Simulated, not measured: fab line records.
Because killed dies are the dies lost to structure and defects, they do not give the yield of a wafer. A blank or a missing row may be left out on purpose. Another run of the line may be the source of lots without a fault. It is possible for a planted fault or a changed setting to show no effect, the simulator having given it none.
Split-lot study :: flow n5-finfet :: 7 lots, 21 wafers read, on a route of 1938 steps

SPLIT DETAILS
At N5_BEOL_M2_COAT_67 (time 60 s, resist thk 60 nm), the setting spin-rpm was moved away from the recipe's 1500 rpm on 4 of the 21 wafers read, by -4.0% to +9.8%. The other wafers ran this setting at the recipe's value.

FROM THE SPLIT TO THE READING: what the file shows between them, 11 steps
- N5_BEOL_M2_COAT_22: resist thk 30 nm (also split here: spin-rpm)
- N5_BEOL_M2_EBR_24
- N5_BEOL_M2_SOFTBAKE_23: time 60 s
- N5_BEOL_M2_EXPOSE_25: exposes mask V1, defocus 5 nm
- N5_BEOL_M2_PEB_26: peb time 60 s
- N5_BEOL_M2_DEVELOP_27: develop time 30 s
- N5_BEOL_M2_ALD_98: deposits SiO2, target thk 2.5 nm, pulse time 1 s, co reactant pulse time 1 s
- N5_BEOL_M2_ETCHBACK_99: etches SiO2 in CHF3, target depth 5 nm, time 10.4 s
- N5_BEOL_M2_ETCH_70: etches SOC in N2/H2, target depth 80 nm, overetch 24 nm, time 130 s
- N5_BEOL_M2_STRIP_71: strips in N2/H2
- N5_BEOL_M2_STRIP_78: strips in N2/H2

THE READING
SOC_of_BEOL_M2_COAT_67.thk-nm (the simulator's own value, which no gauge read), in nm, at N5_BEOL_M2_VIA_ETCH_34 (etches the open film in C4F6/O2, target depth 69.4 nm, time 65.9 s). The file does not state a usual value for it. The 17 wafers here that ran the recipe average 51.7 nm, standard deviation 0.26 nm.

wafer: L076.1
tool, chamber at the split: litho-track-01, 0
spin-rpm as run, rpm: 1500
against the recipe: recipe
SOC_of_BEOL_M2_COAT_67.thk-nm, nm: 51.8
against lot-mates on the recipe: -

wafer: L076.5
tool, chamber at the split: litho-track-01, 0
spin-rpm as run, rpm: 1500
against the recipe: recipe
SOC_of_BEOL_M2_COAT_67.thk-nm, nm: 51.8
against lot-mates on the recipe: -

wafer: L076.4
tool, chamber at the split: litho-track-01, 0
spin-rpm as run, rpm: 1440
against the recipe: -4.0%
SOC_of_BEOL_M2_COAT_67.thk-nm, nm: 52.8
against lot-mates on the recipe: +1.0

wafer: L078.2
tool, chamber at the split: litho-track-03, 0
spin-rpm as run, rpm: 1500
against the recipe: recipe
SOC_of_BEOL_M2_COAT_67.thk-nm, nm: 51.4
against lot-mates on the recipe: -

wafer: L078.6
tool, chamber at the split: litho-track-03, 0
spin-rpm as run, rpm: 1500
against the recipe: recipe
SOC_of_BEOL_M2_COAT_67.thk-nm, nm: 51.4
against lot-mates on the recipe: -

wafer: L078.5
tool, chamber at the split: litho-track-03, 0
spin-rpm as run, rpm: 1500
against the recipe: recipe
SOC_of_BEOL_M2_COAT_67.thk-nm, nm: 52
against lot-mates on the recipe: -

wafer: L079.2
tool, chamber at the split: litho-track-03, 0
spin-rpm as run, rpm: 1500
against the recipe: recipe
SOC_of_BEOL_M2_COAT_67.thk-nm, nm: 51.4
against lot-mates on the recipe: -

wafer: L079.5
tool, chamber at the split: litho-track-03, 0
spin-rpm as run, rpm: 1500
against the recipe: recipe
SOC_of_BEOL_M2_COAT_67.thk-nm, nm: 51.4
against lot-mates on the recipe: -

wafer: L079.3
tool, chamber at the split: litho-track-03, 0
spin-rpm as run, rpm: 1500
against the recipe: recipe
SOC_of_BEOL_M2_COAT_67.thk-nm, nm: 52
against lot-mates on the recipe: -

wafer: L082.2
tool, chamber at the split: litho-track-03, 0
spin-rpm as run, rpm: 1500
against the recipe: recipe
SOC_of_BEOL_M2_COAT_67.thk-nm, nm: 51.6
against lot-mates on the recipe: -

wafer: L082.6
tool, chamber at the split: litho-track-03, 0
spin-rpm as run, rpm: 1500
against the recipe: recipe
SOC_of_BEOL_M2_COAT_67.thk-nm, nm: 51.6
against lot-mates on the recipe: -

wafer: L082.4
tool, chamber at the split: litho-track-03, 0
spin-rpm as run, rpm: 1500
against the recipe: recipe
SOC_of_BEOL_M2_COAT_67.thk-nm, nm: 52
against lot-mates on the recipe: -

wafer: L086.1
tool, chamber at the split: litho-track-04, 0
spin-rpm as run, rpm: 1500
against the recipe: recipe
SOC_of_BEOL_M2_COAT_67.thk-nm, nm: 52.2
against lot-mates on the recipe: -

wafer: L086.5
tool, chamber at the split: litho-track-04, 0
spin-rpm as run, rpm: 1500
against the recipe: recipe
SOC_of_BEOL_M2_COAT_67.thk-nm, nm: 52
against lot-mates on the recipe: -

wafer: L086.6
tool, chamber at the split: litho-track-04, 0
spin-rpm as run, rpm: 1647
against the recipe: +9.8%
SOC_of_BEOL_M2_COAT_67.thk-nm, nm: 48.8
against lot-mates on the recipe: -3.3

wafer: L089.4
tool, chamber at the split: litho-track-01, 0
spin-rpm as run, rpm: 1451
against the recipe: -3.3%
SOC_of_BEOL_M2_COAT_67.thk-nm, nm: 52.4
against lot-mates on the recipe: +0.8

wafer: L089.5
tool, chamber at the split: litho-track-01, 0
spin-rpm as run, rpm: 1451
against the recipe: -3.3%
SOC_of_BEOL_M2_COAT_67.thk-nm, nm: 52.4
against lot-mates on the recipe: +0.8

wafer: L089.6
tool, chamber at the split: litho-track-01, 0
spin-rpm as run, rpm: 1500
against the recipe: recipe
SOC_of_BEOL_M2_COAT_67.thk-nm, nm: 51.6
against lot-mates on the recipe: -

wafer: L094.2
tool, chamber at the split: litho-track-04, 0
spin-rpm as run, rpm: 1500
against the recipe: recipe
SOC_of_BEOL_M2_COAT_67.thk-nm, nm: 51.6
against lot-mates on the recipe: -

wafer: L094.4
tool, chamber at the split: litho-track-04, 0
spin-rpm as run, rpm: 1500
against the recipe: recipe
SOC_of_BEOL_M2_COAT_67.thk-nm, nm: 51.6
against lot-mates on the recipe: -

wafer: L094.3
tool, chamber at the split: litho-track-04, 0
spin-rpm as run, rpm: 1500
against the recipe: recipe
SOC_of_BEOL_M2_COAT_67.thk-nm, nm: 51.4
against lot-mates on the recipe: -

THE FIT
A straight line over all 21 wafers: SOC_of_BEOL_M2_COAT_67.thk-nm changes by -0.281 nm for each +1% of spin-rpm; r = -0.95; the points scatter about the line by 0.25 nm.
The same after taking each lot's own level away (the mean of its wafers on the recipe; 21 wafers): -0.312 nm for each +1%; r = -0.97; scatter 0.21 nm.
Per that fit: largest spin-rpm move, reading shift of 3.1 nm.
Measured against the standard deviation above, the lots' own levels, which go from 51.53 to 52.10 nm, span 2.2 times it.
So the lot-to-lot level changes the slope: the two fits differ.
Check: -2.42 nm against its lot-mates is what the line predicts for one of the wafers moved furthest among these (+9.8%) when that wafer is left out of the fit. It came out at -3.3 nm against them.

THE OTHER SPLITS THESE WAFERS WENT THROUGH
Other splits were also applied to these wafers ahead of the reading. Each is held against what the fit with the lots' levels taken away leaves over:
other split on the same wafers: N5_BEOL_M1_ALD_98 temp-c
wafers away from the commonest value: 7
r with SOC_of_BEOL_M2_COAT_67.thk-nm (lot level and that fit taken away): -0.08

other split on the same wafers: N5_BEOL_M2_COAT_22 spin-rpm
wafers away from the commonest value: 6
r with SOC_of_BEOL_M2_COAT_67.thk-nm (lot level and that fit taken away): +0.04

THE WHOLE CHAIN: every reading that the file lists as answering this split, in the file's order
step: N5_BEOL_M2_COAT_67
what it does: time 60 s, resist thk 60 nm
reading: SOC_of_BEOL_M2_COAT_67.thk-nm (the simulator's own value, which no gauge read)
change (the file's fit): -0.307 nm for each +1% of the setting
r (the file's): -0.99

step: N5_BEOL_M2_ETCH_70
what it does: etches SOC in N2/H2, target depth 80 nm, overetch 24 nm, time 130 s
reading: etch.depth-nm (the simulator's own value, which no gauge read)
change (the file's fit): -0.296 nm for each +1% of the setting
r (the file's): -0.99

step: N5_BEOL_M2_VIA_ETCH_34
what it does: etches the open film in C4F6/O2, target depth 69.4 nm, time 65.9 s
reading: SOC_of_BEOL_M2_COAT_67.thk-nm (the simulator's own value, which no gauge read)
change (the file's fit): -0.317 nm for each +1% of the setting
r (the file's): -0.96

THE FILE'S OWN FIT
SOC_of_BEOL_M2_COAT_67.thk-nm changes by -0.317 nm for each +1% of spin-rpm, r = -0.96.
